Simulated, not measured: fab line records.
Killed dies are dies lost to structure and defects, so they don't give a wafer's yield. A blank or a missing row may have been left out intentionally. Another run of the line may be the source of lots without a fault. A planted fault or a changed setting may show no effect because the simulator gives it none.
Which tool is to blame? || flow nand_harc || Sampling: 6 lots, 18 wafers, 2 of 1159 route steps

## WHAT THE GAUGES READ, wafer by wafer
NHARC_P_STI_CD_MEAS_16.
{"lot": "L791", "measured": "day 3 01:56", "on": "cd_sem-03", "cd_nm (nm)": "194 196 202"}
{"lot": "L794", "measured": "day 3 17:57", "on": "cd_sem-01", "cd_nm (nm)": "203 203 201"}
{"lot": "L796", "measured": "day 4 05:42", "on": "cd_sem-02", "cd_nm (nm)": "206 197 198"}
{"lot": "L802", "measured": "day 5 20:55", "on": "cd_sem-01", "cd_nm (nm)": "200 201 197"}
{"lot": "L807", "measured": "day 6 21:28", "on": "cd_sem-03", "cd_nm (nm)": "200 203 206"}
{"lot": "L809", "measured": "day 7 11:33", "on": "cd_sem-01", "cd_nm (nm)": "200 203 195"}

## TOOL THAT RAN EACH LOT (tool first, then ch and the chambers of the sampled wafers, then the start)
{"lot": "L791", "NHARC_P_STI_ETCH_31": "rie_diel-06 ch 2,3, day 3 01:56 or earlier"}
{"lot": "L794", "NHARC_P_STI_ETCH_31": "rie_diel-03 ch 1,2,3, day 3 17:57 or earlier"}
{"lot": "L796", "NHARC_P_STI_ETCH_31": "rie_diel-05 ch 1,2,3, day 4 05:42 or earlier"}
{"lot": "L802", "NHARC_P_STI_ETCH_31": "rie_diel-03 ch 0,1,3, day 5 20:55 or earlier"}
{"lot": "L807", "NHARC_P_STI_ETCH_31": "rie_diel-06 ch 0,1,2, day 6 21:28 or earlier"}
{"lot": "L809", "NHARC_P_STI_ETCH_31": "rie_diel-06 ch 1,3, day 7 11:33 or earlier"}
- NHARC_P_STI_ETCH_31: etches the open film in CF4/CHF3, target depth 108.9 nm, time 54.5 s.

## THE ANSWER, worked out from the rows above alone
Rule: the lots themselves supply what counts as usual. Put in order of their means at a reading, lots are off if they are a third of the lots or fewer, leave a main group of 4 or more, and stand apart from it by a gap of 3 or more times the standard deviation of the main group's means; of several such gaps the widest counts. A main group is skipped when, at the precision printed for the reading in the tables above, its means are all equal. A lot without any number at a reading at which 4 lots or more have one is off too. The other lots that the step has rows for count as sound.
Nothing can be told from this: no lot is off at any reading shown.

## WHAT THE SIMULATOR HAD INSERTED
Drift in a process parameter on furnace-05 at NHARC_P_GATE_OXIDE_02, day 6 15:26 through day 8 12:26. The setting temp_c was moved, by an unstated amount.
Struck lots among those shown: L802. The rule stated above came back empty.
